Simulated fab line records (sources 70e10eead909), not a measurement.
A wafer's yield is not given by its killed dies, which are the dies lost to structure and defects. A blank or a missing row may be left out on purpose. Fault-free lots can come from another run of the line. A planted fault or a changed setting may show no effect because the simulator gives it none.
Which tool was responsible? | flow nandHarc | 42 wafers from 14 lots sampled at 6 of the route's 1302 steps

WHAT EACH GAUGE READ, for each wafer
NHARC_A_ONON_D2_THK_MEAS_02: measures by ellipsometry.
lot  | measured     | on           | thkNm (nm)
L268 | day 12 01:35 | filmMetro-02 | 999 1000 999
L269 | day 13 00:20 | filmMetro-01 | 995 992 996
L270 | day 13 00:21 | filmMetro-01 | 993 993 994
L271 | day 13 11:16 | filmMetro-02 | 994 995 994
L272 | day 13 18:55 | filmMetro-01 | 1016 1016 1015
L273 | day 14 10:37 | filmMetro-01 | 996 997 997
L275 | day 15 06:58 | filmMetro-01 | 994 992 990
L277 | day 15 23:09 | filmMetro-02 | 985 984 984
L276 | day 15 23:10 | filmMetro-01 | 992 990 991
L279 | day 17 04:54 | filmMetro-02 | 997 999 1000
L281 | day 17 05:05 | filmMetro-01 | 1002 1001 999
L282 | day 18 03:27 | filmMetro-02 | 1018 1017 1016
L284 | day 19 02:26 | filmMetro-01 | 1013 1013 1014
L286 | day 19 16:59 | filmMetro-01 | 986 983 986

NHARC_A_ONON_D2_THK_MEAS_18: measures by ellipsometry.
lot  | measured     | on           | thkNm (nm)
L268 | day 12 11:11 | filmMetro-01 | 1006 1007 1006
L269 | day 13 09:58 | filmMetro-02 | 997 997 996
L270 | day 13 09:58 | filmMetro-01 | 995 995 994
L271 | day 13 20:57 | filmMetro-02 | 993 995 994
L272 | day 14 05:14 | filmMetro-02 | 1000 1002 1002
L273 | day 14 20:16 | filmMetro-02 | 1005 1006 1007
L275 | day 15 17:39 | filmMetro-01 | 1005 1005 1004
L277 | day 16 09:47 | filmMetro-01 | 995 995 995
L276 | day 16 09:25 | filmMetro-01 | 1019 1018 1018
L279 | day 17 14:34 | filmMetro-01 | 1005 1001 1003
L281 | day 17 14:35 | filmMetro-02 | 1003 1003 1001
L282 | day 18 13:31 | filmMetro-01 | 995 996 996
L284 | day 19 13:18 | filmMetro-01 | 983 984 984
L286 | day 20 03:15 | filmMetro-01 | 1003 1000 1001

NHARC_A_ONON_D2_THK_MEAS_21: measures by ellipsometry.
lot  | measured     | on           | thkNm (nm)
L268 | day 12 11:44 | filmMetro-01 | 990 991 991
L269 | day 13 10:32 | filmMetro-01 | 1024 1024 1025
L270 | day 13 10:32 | filmMetro-02 | 1002 1002 1002
L271 | day 13 21:31 | filmMetro-02 | 975 975 974
L272 | day 14 05:47 | filmMetro-02 | 983 984 985
L273 | day 14 20:50 | filmMetro-01 | 1003 1001 1000
L275 | day 15 18:13 | filmMetro-01 | 988 989 989
L277 | day 16 10:20 | filmMetro-02 | 994 994 995
L276 | day 16 09:59 | filmMetro-01 | 989 987 987
L279 | day 17 15:08 | filmMetro-02 | 991 991 991
L281 | day 17 15:08 | filmMetro-01 | 999 997 1001
L282 | day 18 14:05 | filmMetro-02 | 996 994 995
L284 | day 19 13:52 | filmMetro-02 | 987 987 986
L286 | day 20 03:49 | filmMetro-01 | 1006 1003 1004

NHARC_A_ONON_D2_THK_MEAS_27: measures by ellipsometry.
lot  | measured     | on           | thkNm (nm)
L268 | day 12 12:52 | filmMetro-01 | 1012 1013 1011
L269 | day 13 11:40 | filmMetro-02 | 1018 1020 1020
L270 | day 13 11:40 | filmMetro-01 | 999 997 999
L271 | day 13 22:38 | filmMetro-02 | 1000 999 1000
L272 | day 14 06:56 | filmMetro-02 | 1007 1008 1009
L273 | day 14 21:58 | filmMetro-01 | 995 995 994
L275 | day 15 19:20 | filmMetro-02 | 1007 1007 1008
L277 | day 16 11:28 | filmMetro-02 | 975 974 973
L276 | day 16 11:07 | filmMetro-02 | 1000 999 999
L279 | day 17 16:16 | filmMetro-01 | 994 993 994
L281 | day 17 16:16 | filmMetro-02 | 991 991 992
L282 | day 18 15:13 | filmMetro-01 | 1001 1002 1000
L284 | day 19 15:00 | filmMetro-01 | 1544 988 989
L286 | day 20 04:59 | filmMetro-01 | 1549 995 998

NHARC_END_SORT_01.
lot  | measured     | on        | killedAtArray | killedAtOther | killedAtPeriphery | killedDies | killedOpen | killedShort
L284 | day 31 01:29 | prober-02 | 670 50 60     | 0 2 1         | 7 7 3             | 677 59 64  | 4 2 3      | 3 2 2
L286 | day 31 19:05 | prober-01 | 676 51 54     | 0 1 1         | 1 5 4             | 677 57 59  | 5 1 0      | 5 6 2

TOOL THAT RAN EACH LOT (tool first, then ch and the chambers of the sampled wafers, then the start)
lot  | NHARC_A_ONON_D2_DEP_25
L268 | pecvdOnon-02 ch 0, day 12 12:22
L269 | pecvdOnon-02 ch 0, day 13 11:09
L270 | pecvdOnon-03 ch 0, day 13 11:09
L271 | pecvdOnon-02 ch 0, day 13 22:08
L272 | pecvdOnon-01 ch 0, day 14 06:28
L273 | pecvdOnon-01 ch 0, day 14 21:28
L275 | pecvdOnon-02 ch 0, day 15 19:01
L277 | pecvdOnon-03 ch 0, day 16 11:01
L276 | pecvdOnon-01 ch 0, day 16 10:47
L279 | pecvdOnon-01 ch 0, day 17 15:49
L281 | pecvdOnon-03 ch 0, day 17 15:56
L282 | pecvdOnon-03 ch 0, day 18 14:45
L284 | pecvdOnon-03 ch 0, day 19 14:29
L286 | pecvdOnon-03 ch 0, day 20 04:30
- NHARC_A_ONON_D2_DEP_25: target thk 1000 nm.

WHAT THE TOOLS THEMSELVES READ (means of the sampled wafers that have a number; where no wafer has one, the mark that the record gives instead)
The record holds no such reading with a usual standard deviation.

THE ANSWER, worked out from the rows above alone
Rule: the usual values come from the lots themselves. Put in order of their means at a reading, lots are off if they are a third of the lots or fewer, leave a main group of 4 or more, and stand apart from it by a gap of 3 or more times the standard deviation of the main group's means; of several such gaps the widest counts. A main group whose means are all the same, to the digits that the tables above print for the reading, isn't used. Also off: a lot with no number at a reading for which 4 or more lots have one. Any other lot the step has rows for is counted as sound. After the gauges, taken in route order, come the tools' own readings; for these a lot's mean is taken, as printed above. The first step at which some lot is off is used, and at that step the reading that is off furthest; a lot without a number counts as furthest.
Off at NHARC_A_ONON_D2_THK_MEAS_27 (thkNm): L284, L286. The main group: mean 1000 nm, standard deviation 11.
A tool fits if, at a process step before that reading, it ran every lot that is off, and no sound lot after the first of them. Those tools and the gauges at NHARC_A_ONON_D2_THK_MEAS_27 are tried in the same way. Can't be told from this: 2 tools fit, pecvdOnon-03 at NHARC_A_ONON_D2_DEP_25, filmMetro-01 at NHARC_A_ONON_D2_THK_MEAS_27.

WHAT THE SIMULATOR HAD PUT IN
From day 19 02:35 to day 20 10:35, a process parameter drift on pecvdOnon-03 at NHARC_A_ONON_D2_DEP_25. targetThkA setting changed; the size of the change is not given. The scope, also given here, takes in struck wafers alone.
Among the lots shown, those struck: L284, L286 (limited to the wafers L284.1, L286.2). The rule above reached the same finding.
